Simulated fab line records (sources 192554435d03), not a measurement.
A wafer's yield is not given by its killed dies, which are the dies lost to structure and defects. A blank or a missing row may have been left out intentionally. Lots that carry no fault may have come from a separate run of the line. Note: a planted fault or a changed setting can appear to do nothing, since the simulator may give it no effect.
Matching of chambers + flow n5Finfet + N5_BEOL_M6_ETCH_66 on rieDiel-01 has 4 sister chambers
The step etches SOC in N2/H2, target depth 80 nm, overetch 16 nm, time 120 s. 4 wafers are shown with their chamber, then 9 later ones without.

## WAFERS PAIRED WITH THEIR CHAMBERS
| wafer  | chamber | drypumpMotorCurrentA (A) |
|--------|---------|--------------------------|
| L083.1 | 3       | 5.5                      |
| L083.5 | 0       | 5.1                      |
| L090.5 | 2       | 5.9                      |
| L090.6 | 1       | 5.6                      |

## WAFERS WHOSE CHAMBER IS MISSING
| wafer  | drypumpMotorCurrentA (A) |
|--------|--------------------------|
| L092.3 | 5.5                      |
| L092.4 | 5.6                      |
| L092.5 | 5.6                      |
| L089.2 | 5.5                      |
| L089.4 | 5.8                      |
| L089.6 | 5.6                      |
| L091.1 | 5.2                      |
| L091.2 | 5.9                      |
| L091.6 | 5.5                      |

## EACH ONE'S CHAMBER
| wafer  | from the rows above | in truth                   |
|--------|---------------------|----------------------------|
| L092.3 | 3                   | 3                          |
| L092.4 | 1                   | 1                          |
| L092.5 | 1                   | 1                          |
| L089.2 | 3                   | 3                          |
| L089.4 | 2                   | 2                          |
| L089.6 | 1                   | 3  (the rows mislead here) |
| L091.1 | 0                   | 0                          |
| L091.2 | 2                   | 2                          |
| L091.6 | 3                   | 3                          |
Correctly placed: 8 of 9. Not placeable from these rows: 0. Wrongly placed: 1.
How it was worked out, from the rows above alone: a wafer's distance from a chamber is the root of the sum, over the readings, of the square of ((its reading less the chamber's mean) divided by the reading's scatter). The wafer belongs to the nearest chamber; if the next one is less than 2 further off, it can't be placed. Each chamber's mean is taken over the wafers shown for it. The scatter (one wafer shown for each chamber): square how far every hidden wafer sits from the nearest shown wafer, average those squares and take the square root.
